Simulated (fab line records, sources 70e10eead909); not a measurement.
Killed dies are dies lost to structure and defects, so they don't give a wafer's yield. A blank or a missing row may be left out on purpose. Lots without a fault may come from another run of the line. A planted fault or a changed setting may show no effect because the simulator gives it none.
Chamber matching | flow nand_harc | NHARC_P_BONDPAD_CMP_19 on cmp-03: 4 sister chambers
The step polishes, t overpolish 30 s, cu recess touch 16 s, target thk 160.81 nm. 4 wafers are shown with their chamber, then 10 later ones without.

WAFERS WITH THEIR CHAMBER
wafer  | chamber | motor_current_A (A)
L088.5 | 3       | 14.2
L088.6 | 0       | 13.6
L093.1 | 1       | 12.9
L093.2 | 2       | 11.8

WAFERS WITHOUT THEIR CHAMBER
wafer  | motor_current_A (A)
L093.3 | 12.6
L094.1 | 14.1
L094.4 | 13.4
L094.6 | 14.9
L097.3 | 14.2
L097.4 | 12.1
L097.5 | 13.1
L097.1 | 13.1
L097.2 | 11.6
L097.6 | 13.1

WHICH CHAMBER EACH WENT THROUGH
wafer  | from the rows above     | in truth
L093.3 | can't be placed: 1 or 2 | 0
L094.1 | can't be placed: 3 or 0 | 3
L094.4 | can't be placed: 0 or 1 | 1
L094.6 | 3                       | 3
L097.3 | 3                       | 3
L097.4 | can't be placed: 2 or 1 | 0
L097.5 | can't be placed: 1 or 0 | 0
L097.1 | can't be placed: 1 or 0 | 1
L097.2 | 2                       | 2
L097.6 | can't be placed: 1 or 0 | 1
Placed correctly: 3 of 10. Can't be placed from these rows: 7 (the true chamber is among the candidates in 5). Placed wrongly: 0.
How it was worked out, from the rows above alone: a wafer's distance from a chamber is the root of the sum, over the readings, of the square of ((its reading less the chamber's mean) divided by the reading's scatter). The wafer belongs to the nearest chamber; if the next one is less than 2 further off, it can't be placed. A chamber's mean is the mean of its shown wafers. The scatter: with one shown wafer a chamber, the root of the mean of the squares of how far each hidden wafer lies from its nearest shown one.
